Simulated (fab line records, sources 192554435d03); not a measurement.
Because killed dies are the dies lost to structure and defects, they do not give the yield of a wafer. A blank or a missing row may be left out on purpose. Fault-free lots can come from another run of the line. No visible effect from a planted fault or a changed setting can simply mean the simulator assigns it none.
Chamber matching + flow n5Finfet + 4 sister chambers for N5_BEOL_M0_SAQP_ETCH_102 on rieSi-02
The step etches SiO2 in CF4, target depth 4 nm, time 4.4 s. 24 wafers are shown with their chamber, then 12 later ones without.

WAFERS WITH THEIR CHAMBER
| wafer  | chamber | drypumpMotorCurrentA (A) | throttleValvePct (%) | oesProductAu (a.u.) |
|--------|---------|--------------------------|----------------------|---------------------|
| L074.2 | 2       | 6.3                      | 21.95                | 0.968               |
| L074.3 | 3       | 5.9                      | 21.60                | 0.959               |
| L074.4 | 1       | 5.2                      | 21.77                | 0.982               |
| L082.1 | 1       | 5.2                      | 21.80                | 0.981               |
| L082.3 | 0       | 6.1                      | 22.12                | 1.008               |
| L082.4 | 3       | 5.8                      | 21.58                | 0.948               |
| L085.2 | 2       | 6.3                      | 21.95                | 0.967               |
| L085.4 | 3       | 5.8                      | 21.58                | 0.955               |
| L085.5 | 2       | 6.3                      | 21.95                | 0.961               |
| L087.3 | 1       | 5.2                      | 21.79                | 0.986               |
| L087.5 | 3       | 5.8                      | 21.58                | 0.954               |
| L087.6 | 0       | 6.1                      | 21.90                | 0.982               |
| L088.1 | 2       | 6.3                      | 21.96                | 0.961               |
| L088.2 | 1       | 5.2                      | 21.80                | 0.989               |
| L088.3 | 0       | 6.2                      | 21.91                | 0.980               |
| L088.4 | 3       | 5.8                      | 21.58                | 0.949               |
| L088.5 | 2       | 6.4                      | 21.95                | 0.969               |
| L088.6 | 1       | 5.2                      | 21.79                | 0.990               |
| L089.1 | 2       | 6.3                      | 21.94                | 0.964               |
| L089.2 | 0       | 6.1                      | 21.92                | 0.973               |
| L089.3 | 3       | 5.9                      | 21.58                | 0.950               |
| L090.1 | 3       | 5.9                      | 21.58                | 0.940               |
| L090.3 | 1       | 5.2                      | 21.78                | 0.983               |
| L090.5 | 2       | 6.3                      | 21.96                | 0.964               |

SIGNATURES (averages over the wafers above)
| reading              | chamber 0 | chamber 1 | chamber 2 | chamber 3 | scatter within a chamber |
|----------------------|-----------|-----------|-----------|-----------|--------------------------|
| drypumpMotorCurrentA | 6.125     | 5.200     | 6.314     | 5.843     | 0.0408                   |
| throttleValvePct     | 21.9625   | 21.7883   | 21.9514   | 21.5829   | 0.0416                   |
| oesProductAu         | 0.98575   | 0.98517   | 0.96486   | 0.95071   | 0.00729                  |
Rule: distance of a wafer from a chamber = root of the sum over the readings of ((wafer's reading minus chamber's mean) / reading's scatter) squared. The wafer belongs to the nearest chamber; if the next one is less than 2 further off, it can't be placed. The scatter: the root of (the sum of the squares of (reading less its chamber's mean) over the shown wafers, divided by (wafers less chambers)).

WAFERS WHOSE CHAMBER IS MISSING
| wafer  | drypumpMotorCurrentA (A) | throttleValvePct (%) | oesProductAu (a.u.) |
|--------|--------------------------|----------------------|---------------------|
| L092.1 | 6.1                      | 21.92                | 0.989               |
| L092.2 | 5.2                      | 21.78                | 0.990               |
| L092.4 | 6.3                      | 21.96                | 0.966               |
| L095.1 | 6.4                      | 21.94                | 0.956               |
| L095.2 | 5.8                      | 21.58                | 0.951               |
| L095.3 | 6.2                      | 21.91                | 0.987               |
| L095.4 | 5.2                      | 21.80                | 0.996               |
| L095.5 | 5.8                      | 21.58                | 0.952               |
| L095.6 | 6.1                      | 21.91                | 0.977               |
| L097.2 | 5.9                      | 21.59                | 0.941               |
| L097.4 | 6.1                      | 21.90                | 0.975               |
| L097.6 | 6.1                      | 21.89                | 0.979               |

CHAMBER TAKEN BY EACH
| wafer  | from the rows above | in truth |
|--------|---------------------|----------|
| L092.1 | 0                   | 0        |
| L092.2 | 1                   | 1        |
| L092.4 | 2                   | 2        |
| L095.1 | 2                   | 2        |
| L095.2 | 3                   | 3        |
| L095.3 | 0                   | 0        |
| L095.4 | 1                   | 1        |
| L095.5 | 3                   | 3        |
| L095.6 | 0                   | 0        |
| L097.2 | 3                   | 3        |
| L097.4 | 0                   | 0        |
| L097.6 | 0                   | 0        |
Placed correctly: 12 of 12. From these rows, 0 cannot be placed. 0 placed wrongly.
